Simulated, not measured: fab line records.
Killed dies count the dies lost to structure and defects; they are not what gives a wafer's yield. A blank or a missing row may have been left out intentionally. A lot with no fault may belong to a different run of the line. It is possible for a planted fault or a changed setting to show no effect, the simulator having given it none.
Matching of chambers | flow nand harc | NHARC_P_CONTACT_ETCH_35 on rie diel-07 has 4 sister chambers
The step etches the open film in CF4, target depth 39 nm, time 65 s. 24 wafers are shown with their chamber, then 12 later ones without.

## WAFERS WITH THEIR CHAMBER
wafer  | chamber | drypump motor current A (A) | oes product au (a.u.) | rf vpp V (V)
L079.1 | 2       | 5.3                         | 0.990                 | 150.8
L079.3 | 1       | 4.9                         | 1.010                 | 149.1
L079.5 | 3       | 5.3                         | 1.000                 | 153.0
L080.1 | 2       | 5.4                         | 0.996                 | 152.1
L080.4 | 0       | 6.3                         | 1.004                 | 152.8
L080.5 | 2       | 5.4                         | 0.996                 | 150.9
L083.1 | 1       | 4.9                         | 1.021                 | 150.5
L083.2 | 2       | 5.4                         | 0.999                 | 151.2
L083.5 | 1       | 5.0                         | 1.007                 | 149.6
L084.3 | 2       | 5.4                         | 0.998                 | 150.4
L084.4 | 3       | 5.3                         | 0.984                 | 151.8
L084.5 | 1       | 4.9                         | 1.011                 | 151.6
L086.1 | 1       | 4.9                         | 1.011                 | 149.6
L086.3 | 2       | 5.4                         | 0.992                 | 150.9
L086.5 | 1       | 4.9                         | 1.017                 | 148.1
L087.2 | 3       | 5.3                         | 0.998                 | 150.5
L087.3 | 2       | 5.4                         | 0.986                 | 149.5
L087.5 | 3       | 5.3                         | 0.979                 | 150.8
L085.3 | 1       | 5.0                         | 1.002                 | 150.4
L085.4 | 2       | 5.4                         | 1.002                 | 152.8
L085.5 | 2       | 5.4                         | 1.003                 | 150.7
L089.4 | 0       | 6.3                         | 1.008                 | 152.3
L089.5 | 3       | 5.3                         | 0.993                 | 152.1
L089.6 | 0       | 6.3                         | 0.997                 | 151.8

SIGNATURES (means of the wafers above)
reading                 | chamber 0 | chamber 1 | chamber 2 | chamber 3 | scatter within a chamber
drypump motor current A | 6.300     | 4.929     | 5.389     | 5.300     | 0.034
oes product au          | 1.00300   | 1.01129   | 0.99578   | 0.99080   | 0.0066
rf vpp V                | 152.300   | 149.843   | 151.033   | 151.640   | 0.984
Rule: for a wafer and a chamber, the distance is found by dividing, reading by reading, the gap between the wafer's reading and the chamber's mean by the reading's scatter, squaring, summing and taking the root. If the next closest chamber is less than 2 further off than the closest, the wafer can't be placed; otherwise it belongs to the closest. The scatter is the square root of a quotient: the sum, over the shown wafers, of each reading's squared deviation from its chamber's mean, divided by wafers minus chambers.

## WAFERS WITH NO CHAMBER GIVEN
wafer  | drypump motor current A (A) | oes product au (a.u.) | rf vpp V (V)
L090.2 | 5.4                         | 0.993                 | 149.5
L090.4 | 5.3                         | 0.996                 | 150.5
L090.6 | 5.4                         | 0.991                 | 150.9
L091.1 | 6.3                         | 0.999                 | 152.5
L091.2 | 5.4                         | 0.987                 | 152.2
L091.6 | 5.3                         | 0.983                 | 150.6
L093.1 | 4.9                         | 1.012                 | 151.2
L093.3 | 5.4                         | 0.992                 | 149.8
L093.5 | 5.4                         | 0.986                 | 151.2
L095.1 | 5.4                         | 1.000                 | 150.3
L095.4 | 6.3                         | 1.002                 | 152.2
L095.6 | 6.3                         | 0.999                 | 152.9

## THE CHAMBER EACH PASSED THROUGH
wafer  | from the rows above     | in truth
L090.2 | 2                       | 2
L090.4 | can't be placed: 3 or 2 | 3
L090.6 | 2                       | 2
L091.1 | 0                       | 0
L091.2 | can't be placed: 2 or 3 | 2
L091.6 | can't be placed: 3 or 2 | 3
L093.1 | 1                       | 1
L093.3 | 2                       | 2
L093.5 | can't be placed: 2 or 3 | 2
L095.1 | 2                       | 2
L095.4 | 0                       | 0
L095.6 | 0                       | 0
8 of 12 placed correctly. Unplaceable from these rows: 4, with the true chamber sitting among the candidates in 4. 0 placed wrongly.
